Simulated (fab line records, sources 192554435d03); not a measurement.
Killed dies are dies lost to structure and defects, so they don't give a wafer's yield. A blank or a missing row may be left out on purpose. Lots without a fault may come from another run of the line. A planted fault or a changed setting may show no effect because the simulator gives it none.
Chamber matching | flow n5_finfet | N5_BEOL_M5_ETCH_67 on rie_diel-05: 4 sister chambers
The step etches SiARC in CF4, target depth 15.6 nm, time 26 s. 18 wafers are shown with their chamber, then 9 later ones without.

WAFERS WITH THEIR CHAMBER
wafer  | chamber | drypump_motor_current_A (A) | throttle_valve_pct (%) | showerhead_plenum_p_Torr (Torr)
L077.2 | 0       | 6.4                         | 15.70                  | 2.07
L077.3 | 2       | 5.7                         | 15.06                  | 2.15
L077.6 | 0       | 6.4                         | 15.69                  | 2.07
L083.2 | 2       | 5.7                         | 15.09                  | 2.15
L083.3 | 0       | 6.4                         | 15.69                  | 2.07
L083.5 | 2       | 5.7                         | 15.10                  | 2.15
L085.1 | 1       | 5.4                         | 15.35                  | 2.17
L085.4 | 0       | 6.4                         | 15.73                  | 2.07
L085.5 | 0       | 6.4                         | 15.72                  | 2.07
L089.1 | 3       | 5.5                         | 15.52                  | 2.19
L089.3 | 1       | 5.4                         | 15.38                  | 2.17
L089.5 | 3       | 5.4                         | 15.52                  | 2.19
L091.2 | 2       | 5.7                         | 15.11                  | 2.14
L091.4 | 1       | 5.4                         | 15.37                  | 2.17
L091.6 | 2       | 5.7                         | 15.11                  | 2.14
L094.1 | 0       | 6.4                         | 15.76                  | 2.06
L094.4 | 3       | 5.5                         | 15.53                  | 2.18
L094.5 | 3       | 5.5                         | 15.55                  | 2.18

SIGNATURES (means of the wafers above)
reading                  | chamber 0 | chamber 1 | chamber 2 | chamber 3 | scatter within a chamber
drypump_motor_current_A  | 6.400     | 5.400     | 5.700     | 5.475     | 0.0231
throttle_valve_pct       | 15.7150   | 15.3667   | 15.0940   | 15.5300   | 0.0216
showerhead_plenum_p_Torr | 2.0683    | 2.1700    | 2.1460    | 2.1850    | 0.00465
Rule: a wafer's distance from a chamber is the root of the sum, over the readings, of the square of ((its reading less the chamber's mean) divided by the reading's scatter). The wafer belongs to the nearest chamber; if the next one is less than 2 further off, it can't be placed. The scatter: the root of (the sum of the squares of (reading less its chamber's mean) over the shown wafers, divided by (wafers less chambers)).

WAFERS WITHOUT THEIR CHAMBER
wafer  | drypump_motor_current_A (A) | throttle_valve_pct (%) | showerhead_plenum_p_Torr (Torr)
L095.2 | 5.4                         | 15.38                  | 2.16
L095.5 | 6.4                         | 15.76                  | 2.06
L095.6 | 5.5                         | 15.39                  | 2.16
L097.3 | 5.5                         | 15.57                  | 2.18
L097.4 | 6.4                         | 15.78                  | 2.06
L097.5 | 5.8                         | 15.13                  | 2.14
L096.2 | 5.5                         | 15.56                  | 2.18
L096.4 | 5.5                         | 15.40                  | 2.16
L096.5 | 5.7                         | 15.15                  | 2.14

WHICH CHAMBER EACH WENT THROUGH
wafer  | from the rows above | in truth
L095.2 | 1                   | 1
L095.5 | 0                   | 0
L095.6 | 1                   | 1
L097.3 | 3                   | 3
L097.4 | 0                   | 0
L097.5 | 2                   | 2
L096.2 | 3                   | 3
L096.4 | 1                   | 1
L096.5 | 2                   | 2
Placed correctly: 9 of 9. Can't be placed from these rows: 0. Placed wrongly: 0.
